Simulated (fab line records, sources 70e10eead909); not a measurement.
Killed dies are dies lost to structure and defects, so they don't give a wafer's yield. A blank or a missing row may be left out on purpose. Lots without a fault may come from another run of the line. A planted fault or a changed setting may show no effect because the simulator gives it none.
fab line records | flow nand_harc
record lots=12 wafers=36 last_day=33
route steps=1302 shown P_GATE@215 P_CONTACT@233
lots that met no fault: from a run of the same line without faults
start_h: hours from the record's first day to the start of the lot's first wafer shown | wait_h: hours since the lot's step before | " the same as in the row above | L1.1+2: a row that stands for several wafers | - no value, or no start given | * or withheld: withheld | < > ~ a bound
route shown NAME@n: a module of which the file shows steps, and the number in the route of the first | usual: mean/standard deviation of fault-free wafers | same: alike in all rows | chamber/n: place in a boat | sites: the reading at each site | _std_site: their standard deviation | _edge_site: outer sites' mean less inner sites' | radius_mm: how far each site lies from the wafer's centre | mask NAME#n: copy n | behind: the tool/chamber that last shaped the wafer | hold: why the lot was held/for how many hours/how that ended | device: the transistor (n, p or np) that didn't switch | end of line: the same wafers' tests at the end of the route | a step without rows: its recipe alone | killed: dies lost to structure and defects at the first sort, not the wafer's yield | map: a wafer's dies, x killed, . not, _ none there
set.NAME: the setting as run; set.NAME@STEP: as run at that earlier step | model.NAME: the simulator's own value behind a step, which no gauge read
steps of the route over a sample of lots; a table a step, a row a wafer
services: from which hour (start_h, from the record's first day; less than 0 if before it) a tool's chamber was out of use, for how many hours, and why
## steps
# step NHARC_P_GATE_RTA_82
# recipe temp_c=450 time_s=30
# usual lamp_power_pct=4.16/0.24 lamp_zone_4_pct=4.16/0.24 wafer_temp_C_max=451.6/0.38
# columns lot.wafer tool chamber start_h wait_h lamp_power_pct lamp_zone_4_pct wafer_temp_C_max
L417.2 rtp_anneal-01 0 113.06 - 4.39 4.39 452.4
L417.3 " 0 " " 4.38 4.38 452.1
L417.6 " 0 " " 4.38 4.38 451.4
L420.1 rtp_anneal-01 0 142.96 - 4.37 4.38 452.2
L420.4 " 0 " " 4.39 4.38 452.0
L420.5 " 0 " " 4.38 4.38 451.3
L422.1 rtp_anneal-01 0 165.50 - 4.38 4.38 451.9
L422.4 " 0 " " 4.37 4.38 451.4
L422.6 " 0 " " 4.39 4.38 451.9
L423.1 rtp_anneal-01 0 184.05 - 4.38 4.38 451.9
L423.2 " 0 " " 4.38 4.38 451.8
L423.5 " 0 " " 4.38 4.38 451.8
L425.1 rtp_anneal-01 0 195.35 - 4.38 4.39 451.9
L425.3 " 0 " " 4.38 4.38 452.1
L425.6 " 0 " " 4.39 4.39 451.5
L428.3 rtp_anneal-02 0 227.96 - 3.91 3.91 451.6
L428.4 " 0 " " 3.90 3.91 451.0
L428.5 " 0 " " 3.91 3.91 451.2
L433.1 rtp_anneal-01 0 283.36 - 4.38 4.38 451.9
L433.4 " 0 " " 4.38 4.38 451.8
L433.5 " 0 " " 4.38 4.39 451.5
L434.1 rtp_anneal-02 0 285.42 - 3.91 3.91 451.9
L434.3 " 0 " " 3.91 3.91 451.7
L434.4 " 0 " " 3.91 3.90 450.9
L435.2 rtp_anneal-01 0 301.91 - 4.39 4.38 451.7
L435.3 " 0 " " 4.39 4.38 451.1
L435.4 " 0 " " 4.38 4.38 451.5
L436.2 rtp_anneal-01 0 302.08 - 4.38 4.38 451.5
L436.4 " 0 " " 4.38 4.38 451.1
L436.6 " 0 " " 4.38 4.38 451.4
L437.1 rtp_anneal-02 0 316.42 - 3.90 3.91 451.3
L437.4 " 0 " " 3.91 3.91 451.2
L437.6 " 0 " " 3.90 3.91 451.4
L438.2 rtp_anneal-02 0 335.92 - 3.91 3.91 451.7
L438.5 " 0 " " 3.91 3.91 451.4
L438.6 " 0 " " 3.91 3.90 451.2
# step NHARC_P_CONTACT_OVL_MEAS_13
# usual overlay_x_nm=0.1/0.99 overlay_y_nm=-0.1/0.84
# columns lot.wafer tool chamber start_h wait_h overlay_x_nm overlay_y_nm
L417.2 overlay-02 - 114.81 - 0.5 0.0
L417.3 " - " " 1.0 0.2
L417.6 " - " " 1.2 -0.1
L420.1 overlay-02 - 144.85 - -0.8 -0.6
L420.4 " - " " -0.6 0.0
L420.5 " - " " -1.1 -0.5
L422.1 overlay-01 - 167.40 - 1.2 -1.2
L422.4 " - " " 0.7 -0.7
L422.6 " - " " 0.8 -1.3
L423.1 overlay-01 - 185.95 - 0.4 -0.3
L423.2 " - " " 0.4 -0.6
L423.5 " - " " -0.3 -0.5
L425.1 overlay-01 - 197.25 - -1.3 -1.7
L425.3 " - " " -2.0 -1.5
L425.6 " - " " -1.3 -1.3
L428.3 overlay-02 - 229.79 - 1.2 -1.0
L428.4 " - " " 1.3 -0.9
L428.5 " - " " 1.0 -1.3
L433.1 overlay-01 - 285.26 - -0.2 0.0
L433.4 " - " " 0.2 -0.6
L433.5 " - " " -0.5 0.0
L434.1 overlay-01 - 287.31 - 0.7 1.3
L434.3 " - " " 0.1 1.3
L434.4 " - " " 0.3 1.2
L435.2 overlay-02 - 303.65 - 1.2 0.2
L435.3 " - " " 1.0 0.4
L435.4 " - " " 0.8 0.2
L436.2 overlay-02 - 303.95 - -1.2 -0.7
L436.4 " - " " -1.3 -0.2
L436.6 " - " " -0.8 -0.4
L437.1 overlay-02 - 318.18 - -0.8 1.5
L437.4 " - " " -0.4 1.1
L437.6 " - " " -0.6 1.0
L438.2 overlay-01 - 337.66 - -0.1 0.4
L438.5 " - " " -0.3 0.3
L438.6 " - " " -0.8 0.2
# step NHARC_P_CONTACT_ALD_22
# recipe target_thk_a=30 pulse_time_s=1 ald_cycles=150 temp_c=450 material=TiN
# usual heater_power_outer_w=654/85 heater_power_w=1042/110 precursor_pulse_height_rel=1.001/0.021
# columns lot.wafer tool chamber start_h wait_h heater_power_outer_w heater_power_w precursor_pulse_height_rel
L417.2 ald_metal-03 3 116.73 - 776 1145 1.012
L417.3 " 0 " " 502 852 1.006
L417.6 " 0 " " 501 873 1.015
L420.1 ald_metal-02 1 146.79 - 566 897 0.974
L420.4 " 3 " " 602 962 0.987
L420.5 " 0 " " 632 1113 1.013
L422.1 ald_metal-02 2 169.37 - 745 1093 1.007
L422.4 " 3 " " 616 993 0.992
L422.6 " 0 " " 649 1111 1.002
L423.2 ald_metal-03 3 187.89 - 794 1182 1.014
L423.1 " 1 " " 659 1008 0.977
L423.5 " 3 " " 776 1187 1.004
L425.1 ald_metal-03 1 199.17 - 655 982 0.997
L425.3 " 3 " " 787 1150 1.011
L425.6 " 1 " " 674 988 1.007
L428.4 ald_metal-01 3 231.70 - 682 1055 0.988
L428.3 " 0 " " 726 1161 0.983
L428.5 " 3 " " 678 1045 0.999
L433.4 ald_metal-02 0 287.26 - 647 1097 1.025
L433.1 " 1 " " 558 891 0.978
L433.5 " 3 " " 618 950 0.982
L434.4 ald_metal-01 1 289.71 - 724 1209 0.976
L434.3 " 2 " " 806 1299 1.036
L434.1 " 0 " " 722 1173 1.004
L435.2 ald_metal-02 2 305.59 - 721 1022 1.019
L435.4 " 0 " " 657 1077 0.975
L435.3 " 1 " " 550 903 1.021
L436.2 ald_metal-03 2 305.88 - 591 1009 1.002
L436.4 " 1 " " 651 959 1.003
L436.6 " 3 " " 756 1175 1.008
L437.4 ald_metal-01 2 320.10 - 829 1287 1.009
L437.1 " 0 " " 774 1182 1.005
L437.6 " 3 " " 672 1057 0.988
L438.2 ald_metal-03 2 339.64 - 579 1020 0.984
L438.6 " 3 " " 771 1185 1.044
L438.5 " 0 " " 525 914 1.028
# step NHARC_P_CONTACT_CVD_23
# recipe target_thk_a=2000 temp_c=300 pressure_torr=40 wf6_flow_sccm=40 h2_flow_sccm=1600 ar_flow_sccm=1560 time_s=557 material=W
# usual heater_power_outer_w=249/26 heater_power_w=451/48 throttle_valve_pct=8.11/0.3
# columns lot.wafer tool chamber start_h wait_h heater_power_outer_w heater_power_w throttle_valve_pct
L417.2 cvd_w-01 1 117.02 - 260 463 8.10
L417.3 " 1 " " 262 469 8.31
L417.6 " 1 " " 260 472 8.10
L420.1 cvd_w-02 0 146.97 - 212 397 8.06
L420.4 " 0 " " 210 414 8.16
L420.5 " 1 " " 269 489 8.16
L422.1 cvd_w-01 0 169.62 - 259 452 7.68
L422.4 " 1 " " 259 478 8.34
L422.6 " 0 " " 256 459 7.80
L423.1 cvd_w-02 0 188.13 - 214 407 8.27
L423.2 " 1 " " 269 482 8.15
L423.5 " 0 " " 213 394 8.40
L425.1 cvd_w-02 0 199.46 - 211 405 8.15
L425.3 " 0 " " 214 395 8.18
L425.6 " 0 " " 220 404 8.29
L425.1 cvd_w-02 0 200.25 0.7 219 401 8.19
L425.3 " 0 " " 215 397 8.09
L425.6 " 0 " " 217 398 7.85
L428.4 cvd_w-02 0 232.09 - 214 409 8.13
L428.3 " 1 " " 271 485 8.20
L428.5 " 1 " " 276 480 8.16
L428.4 cvd_w-02 0 232.87 0.7 210 399 8.02
L428.3 " 1 " " 270 492 8.03
L428.5 " 1 " " 278 497 8.40
L433.1 cvd_w-02 1 287.44 - 287 496 8.09
L433.4 " 0 " " 219 415 8.20
L433.5 " 0 " " 220 415 8.19
L434.1 cvd_w-02 0 289.91 - 222 427 8.19
L434.3 " 0 " " 225 409 8.16
L434.4 " 1 " " 282 499 8.10
L435.2 cvd_w-02 1 305.79 - 283 489 7.99
L435.3 " 1 " " 279 487 7.94
L435.4 " 0 " " 229 430 8.46
L436.2 cvd_w-01 1 306.08 - 266 508 8.65
L436.4 " 0 " " 227 400 7.73
L436.6 " 0 " " 227 399 7.88
L437.1 cvd_w-01 0 320.39 - 219 394 7.79
L437.4 " 0 " " 225 390 7.64
L437.6 " 1 " " 277 505 8.68
L438.2 cvd_w-01 1 339.87 - 280 506 8.42
L438.5 " 0 " " 224 393 7.99
L438.6 " 1 " " 280 520 8.72
# step NHARC_P_CONTACT_CMP_24
# recipe t_overpolish_s=30 target_thk_nm=200
# usual edge_zone_pressure_frac=1.000/0.0047 motor_current_A=11.5/0.7 overpolish_run_s=30.001/0.0093 time_to_endpoint_s=39/4.1
# columns lot.wafer tool chamber start_h wait_h edge_zone_pressure_frac motor_current_A overpolish_run_s time_to_endpoint_s
L417.2 cmp-02 3 117.58 0.5 1.003 10.9 29.987 39
L417.3 " 2 " " 0.995 11.9 30.005 32
L417.6 " 0 " " 1.003 12.8 30.000 38
L420.4 cmp-02 0 147.64 0.4 0.995 12.7 30.003 39
L420.1 " 1 " " 0.998 12.0 29.989 49
L420.5 " 3 " " 1.003 10.5 29.993 43
L422.4 cmp-03 3 170.18 0.4 0.999 11.7 30.008 36
L422.1 " 2 " " 1.006 11.1 30.012 40
L422.6 " 0 " " 0.997 11.7 29.987 32
L423.2 cmp-04 3 188.82 0.5 1.000 11.7 30.013 40
L423.1 " 0 " " 0.998 12.2 30.002 42
L423.5 " 2 " " 1.001 11.1 30.007 46
L425.3 cmp-03 0 200.88 0.4 0.997 11.1 30.001 70
L425.1 " 2 " " 1.000 10.8 29.990 77
L425.6 " 0 " " 1.003 11.7 29.994 72
L428.4 cmp-04 0 233.50 0.5 1.006 11.5 30.003 78
L428.3 " 1 " " 1.000 12.4 29.973 81
L428.5 " 3 " " 1.001 11.5 30.003 82
L433.4 cmp-04 1 288.09 0.3 1.005 12.5 30.030 37
L433.1 " 2 " " 0.996 11.3 30.013 41
L433.5 " 1 " " 1.003 12.3 29.998 38
L434.3 cmp-04 2 290.55 0.4 0.996 11.0 30.006 44
L434.1 " 3 " " 1.002 11.3 29.995 38
L434.4 " 1 " " 1.003 12.1 30.001 38
L435.2 cmp-03 1 306.46 0.6 1.001 9.7 30.003 36
L435.4 " 2 " " 1.004 10.9 29.992 43
L435.3 " 3 " " 0.997 11.3 30.006 41
L436.2 cmp-04 2 306.77 0.6 0.999 10.9 30.003 42
L436.4 " 3 " " 0.995 11.7 29.979 38
L436.6 " 0 " " 1.003 11.1 29.999 38
L437.4 cmp-04 2 320.98 0.3 0.999 11.1 29.999 45
L437.1 " 0 " " 1.004 11.6 30.008 36
L437.6 " 2 " " 0.992 10.7 29.996 45
L438.2 cmp-03 1 340.50 0.5 0.999 10.3 30.002 31
L438.6 " 2 " " 1.010 11.1 30.000 37
L438.5 " 3 " " 0.996 11.1 30.001 36
## services
# columns tool chamber start_h hours kind
ald_metal-03 - 104.47 0.7 repair
ald_metal-01 1 108.78 5.3 repair
cmp-04 - 111.06 4.0 pm
cmp-03 - 132.49 0.6 repair
cvd_w-02 - 144.46 1.5 repair
cmp-04 - 154.71 3.3 repair
ald_metal-02 - 157.07 1.4 repair
cmp-03 - 162.05 4.0 pm
ald_metal-03 2 169.49 22.7 repair
ald_metal-01 - 170.00 10.0 pm
cmp-03 - 178.80 0.4 repair
cvd_w-01 - 185.00 13.0 pm
cmp-03 - 203.44 0.3 repair
cmp-04 - 209.06 4.0 pm
cmp-03 - 209.53 1.2 repair
ald_metal-03 - 212.00 10.0 pm
ald_metal-02 2 222.92 31.5 repair
cvd_w-02 0 223.57 5.4 repair
ald_metal-02 1 224.59 3.1 repair
ald_metal-02 - 254.24 10.0 pm
cmp-03 - 260.05 4.0 pm
cmp-03 - 265.16 0.8 repair
cvd_w-02 - 269.07 13.0 pm
cmp-04 - 307.06 4.0 pm
## key
first_sign step=NHARC_P_CONTACT_CVD_23 reading=visit direction=added
effect step=NHARC_P_CONTACT_CMP_24 reading=time_to_endpoint_s direction=up sigmas=9.2 usual=* struck=*
met_at NHARC_P_CONTACT_CVD_23
struck_lots L425,L428
tester_left_out L425,L428
not_acting_at NHARC_P_GATE_RTA_82,NHARC_P_CONTACT_OVL_MEAS_13,NHARC_P_CONTACT_ALD_22
fault kind=repeated_step_whole tool=cvd_w-01,cvd_w-02 chamber=- onset_h=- steps=NHARC_P_CONTACT_CVD_23 times=1 scope=struck_lots_only
# tester_left_out: of these lots the tester's yield and bins aren't shown, on N5 and GAA mostly nor the transistor test; their killed dies are dies lost to structure and defects alone, not to doping, threshold or leakage, so they don't give the yield
